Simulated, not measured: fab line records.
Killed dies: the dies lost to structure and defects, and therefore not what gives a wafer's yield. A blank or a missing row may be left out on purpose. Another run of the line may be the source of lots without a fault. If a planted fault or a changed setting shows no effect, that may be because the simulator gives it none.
Matching of chambers | flow n5 finfet | N5_FIN_CUT_STRIP_22 on rie diel-06 has 4 sister chambers
The step strips in N2/H2. 22 wafers are shown with their chamber, then 11 later ones without.

== WAFERS WITH THEIR CHAMBER ==
wafer  | chamber | showerhead plenum p Torr (Torr) | drypump motor current A (A) | throttle valve pct (%)
L074.3 | 0       | 3.18                            | 4.9                         | 19.2
L074.4 | 2       | 3.34                            | 6.3                         | 18.8
L074.5 | 0       | 3.18                            | 4.9                         | 19.3
L075.2 | 3       | 3.43                            | 6.3                         | 19.2
L075.5 | 2       | 3.33                            | 6.4                         | 18.8
L075.6 | 3       | 3.43                            | 6.3                         | 19.2
L076.1 | 0       | 3.17                            | 5.0                         | 19.3
L076.4 | 2       | 3.33                            | 6.3                         | 18.8
L076.6 | 3       | 3.43                            | 6.3                         | 19.1
L079.3 | 3       | 3.43                            | 6.3                         | 19.2
L079.4 | 0       | 3.17                            | 4.9                         | 19.3
L079.6 | 2       | 3.33                            | 6.4                         | 18.8
L080.3 | 1       | 3.45                            | 5.9                         | 18.9
L080.4 | 0       | 3.17                            | 4.9                         | 19.2
L080.5 | 2       | 3.33                            | 6.4                         | 18.8
L082.2 | 1       | 3.45                            | 5.9                         | 18.9
L082.3 | 0       | 3.17                            | 4.9                         | 19.3
L082.6 | 0       | 3.17                            | 4.9                         | 19.3
L084.1 | 3       | 3.42                            | 6.3                         | 19.2
L084.3 | 0       | 3.17                            | 4.9                         | 19.3
L084.4 | 1       | 3.45                            | 5.8                         | 18.9
L087.1 | 2       | 3.32                            | 6.4                         | 18.8

SIGNATURES (means of the wafers above)
reading                  | chamber 0 | chamber 1 | chamber 2 | chamber 3 | scatter within a chamber
showerhead plenum p Torr | 3.1725    | 3.4500    | 3.3300    | 3.4280    | 0.00489
drypump motor current A  | 4.913     | 5.867     | 6.367     | 6.300     | 0.04
throttle valve pct       | 19.275    | 18.900    | 18.800    | 19.180    | 0.0357
Rule: for each reading, subtract the chamber's mean from the wafer's reading, divide by that reading's scatter and square the result; add these up over the readings and take the root, which gives the wafer's distance from the chamber. If the next closest chamber is less than 2 further off than the closest, the wafer can't be placed; otherwise it belongs to the closest. The scatter is the square root of a quotient: the sum, over the shown wafers, of each reading's squared deviation from its chamber's mean, divided by wafers minus chambers.

== WAFERS MISSING THEIR CHAMBER ==
wafer  | showerhead plenum p Torr (Torr) | drypump motor current A (A) | throttle valve pct (%)
L087.4 | 3.42                            | 6.3                         | 19.2
L087.5 | 3.32                            | 6.3                         | 18.9
L089.1 | 3.16                            | 5.0                         | 19.3
L089.4 | 3.42                            | 6.3                         | 19.2
L089.5 | 3.42                            | 6.3                         | 19.2
L094.2 | 3.32                            | 6.4                         | 18.9
L094.3 | 3.16                            | 4.9                         | 19.3
L094.5 | 3.44                            | 5.9                         | 18.8
L095.1 | 3.42                            | 6.3                         | 19.2
L095.3 | 3.16                            | 5.0                         | 19.3
L095.4 | 3.44                            | 5.8                         | 18.9

== THE CHAMBER EACH PASSED THROUGH ==
wafer  | from the rows above | in truth
L087.4 | 3                   | 3
L087.5 | 2                   | 2
L089.1 | 0                   | 0
L089.4 | 3                   | 3
L089.5 | 3                   | 3
L094.2 | 2                   | 2
L094.3 | 0                   | 0
L094.5 | 1                   | 1
L095.1 | 3                   | 3
L095.3 | 0                   | 0
L095.4 | 1                   | 1
Placed correctly: 11 of 11. From these rows, 0 cannot be placed. Wrongly placed: 0.
